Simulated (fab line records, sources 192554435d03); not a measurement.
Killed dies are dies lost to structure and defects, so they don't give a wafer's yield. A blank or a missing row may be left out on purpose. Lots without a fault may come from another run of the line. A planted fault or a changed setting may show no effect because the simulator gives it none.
Chamber matching | flow n5_finfet | N5_BEOL_M14_STRIP_37 on rie_diel-05: 4 sister chambers
The step strips in O2. 18 wafers are shown with their chamber, then 9 later ones without.

WAFERS WITH THEIR CHAMBER
wafer  | chamber | drypump_motor_current_A (A) | showerhead_plenum_p_Torr (Torr) | throttle_valve_pct (%)
L074.1 | 2       | 6.2                         | 2.13                            | 16.60
L074.2 | 3       | 5.7                         | 2.05                            | 16.74
L074.6 | 1       | 5.1                         | 2.04                            | 16.38
L075.1 | 1       | 5.1                         | 2.04                            | 16.38
L075.4 | 1       | 5.1                         | 2.04                            | 16.41
L075.5 | 2       | 6.2                         | 2.13                            | 16.59
L080.3 | 1       | 5.1                         | 2.03                            | 16.44
L080.5 | 2       | 6.1                         | 2.12                            | 16.69
L080.6 | 1       | 5.1                         | 2.03                            | 16.44
L083.2 | 1       | 5.1                         | 2.03                            | 16.45
L083.5 | 3       | 5.7                         | 2.05                            | 16.30
L083.6 | 0       | 5.6                         | 2.02                            | 16.56
L081.1 | 1       | 5.1                         | 2.03                            | 16.46
L081.3 | 0       | 5.6                         | 2.02                            | 16.53
L081.5 | 3       | 5.8                         | 2.05                            | 16.36
L085.1 | 2       | 6.2                         | 2.12                            | 16.66
L085.5 | 3       | 5.7                         | 2.05                            | 16.37
L085.6 | 2       | 6.2                         | 2.12                            | 16.70

SIGNATURES (means of the wafers above)
reading                  | chamber 0 | chamber 1 | chamber 2 | chamber 3 | scatter within a chamber
drypump_motor_current_A  | 5.600     | 5.100     | 6.180     | 5.725     | 0.0333
showerhead_plenum_p_Torr | 2.0200    | 2.0343    | 2.1240    | 2.0500    | 0.00456
throttle_valve_pct       | 16.5450   | 16.4229   | 16.6480   | 16.4425   | 0.0993
Rule: a wafer's distance from a chamber is the root of the sum, over the readings, of the square of ((its reading less the chamber's mean) divided by the reading's scatter). The wafer belongs to the nearest chamber; if the next one is less than 2 further off, it can't be placed. The scatter: the root of (the sum of the squares of (reading less its chamber's mean) over the shown wafers, divided by (wafers less chambers)).

WAFERS WITHOUT THEIR CHAMBER
wafer  | drypump_motor_current_A (A) | showerhead_plenum_p_Torr (Torr) | throttle_valve_pct (%)
L089.1 | 5.6                         | 2.01                            | 16.56
L089.2 | 6.3                         | 2.11                            | 16.71
L089.5 | 5.7                         | 2.04                            | 16.37
L092.2 | 5.8                         | 2.04                            | 16.37
L092.3 | 5.6                         | 2.01                            | 16.57
L092.5 | 5.7                         | 2.01                            | 16.56
L093.1 | 5.1                         | 2.02                            | 16.49
L093.3 | 5.7                         | 2.04                            | 16.36
L093.6 | 5.1                         | 2.02                            | 16.51

WHICH CHAMBER EACH WENT THROUGH
wafer  | from the rows above | in truth
L089.1 | 0                   | 0
L089.2 | 2                   | 2
L089.5 | 3                   | 3
L092.2 | 3                   | 3
L092.3 | 0                   | 0
L092.5 | 0                   | 0
L093.1 | 1                   | 1
L093.3 | 3                   | 3
L093.6 | 1                   | 1
Placed correctly: 9 of 9. Can't be placed from these rows: 0. Placed wrongly: 0.
